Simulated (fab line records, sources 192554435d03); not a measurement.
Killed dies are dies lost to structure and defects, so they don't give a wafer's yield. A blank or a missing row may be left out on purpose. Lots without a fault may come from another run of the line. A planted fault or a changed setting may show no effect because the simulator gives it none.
Chamber matching | flow n5_finfet | N5_BEOL_M7_ETCH_65 on rie_diel-05: 4 sister chambers
The step etches SiARC in CF4, target depth 15.6 nm, time 26 s. 14 wafers are shown with their chamber, then 7 later ones without.

WAFERS WITH THEIR CHAMBER
wafer  | chamber | drypump_motor_current_A (A) | showerhead_plenum_p_Torr (Torr) | throttle_valve_pct (%)
L078.1 | 3       | 5.6                         | 2.23                            | 15.48
L078.3 | 0       | 6.1                         | 2.03                            | 15.89
L078.6 | 2       | 5.0                         | 2.20                            | 15.99
L079.1 | 1       | 5.7                         | 2.17                            | 15.57
L079.3 | 2       | 5.0                         | 2.20                            | 16.00
L079.5 | 2       | 5.0                         | 2.20                            | 16.01
L080.1 | 3       | 5.6                         | 2.22                            | 15.48
L080.2 | 1       | 5.7                         | 2.17                            | 15.58
L080.4 | 0       | 6.1                         | 2.03                            | 15.87
L086.2 | 1       | 5.7                         | 2.16                            | 15.60
L086.3 | 0       | 6.1                         | 2.02                            | 15.93
L086.4 | 3       | 5.6                         | 2.22                            | 15.51
L090.1 | 0       | 6.2                         | 2.02                            | 15.93
L090.3 | 1       | 5.7                         | 2.16                            | 15.59

SIGNATURES (means of the wafers above)
reading                  | chamber 0 | chamber 1 | chamber 2 | chamber 3 | scatter within a chamber
drypump_motor_current_A  | 6.125     | 5.700     | 5.000     | 5.600     | 0.0274
showerhead_plenum_p_Torr | 2.0250    | 2.1650    | 2.2000    | 2.2233    | 0.00516
throttle_valve_pct       | 15.9050   | 15.5850   | 16.0000   | 15.4900   | 0.02
Rule: a wafer's distance from a chamber is the root of the sum, over the readings, of the square of ((its reading less the chamber's mean) divided by the reading's scatter). The wafer belongs to the nearest chamber; if the next one is less than 2 further off, it can't be placed. The scatter: the root of (the sum of the squares of (reading less its chamber's mean) over the shown wafers, divided by (wafers less chambers)).

WAFERS WITHOUT THEIR CHAMBER
wafer  | drypump_motor_current_A (A) | showerhead_plenum_p_Torr (Torr) | throttle_valve_pct (%)
L090.5 | 6.2                         | 2.02                            | 15.91
L091.2 | 5.6                         | 2.22                            | 15.52
L091.3 | 5.0                         | 2.19                            | 16.06
L091.4 | 5.0                         | 2.19                            | 16.06
L094.2 | 5.6                         | 2.21                            | 15.52
L094.5 | 5.6                         | 2.21                            | 15.52
L094.6 | 5.0                         | 2.19                            | 16.04

WHICH CHAMBER EACH WENT THROUGH
wafer  | from the rows above | in truth
L090.5 | 0                   | 0
L091.2 | 3                   | 3
L091.3 | 2                   | 2
L091.4 | 2                   | 2
L094.2 | 3                   | 3
L094.5 | 3                   | 3
L094.6 | 2                   | 2
Placed correctly: 7 of 7. Can't be placed from these rows: 0. Placed wrongly: 0.
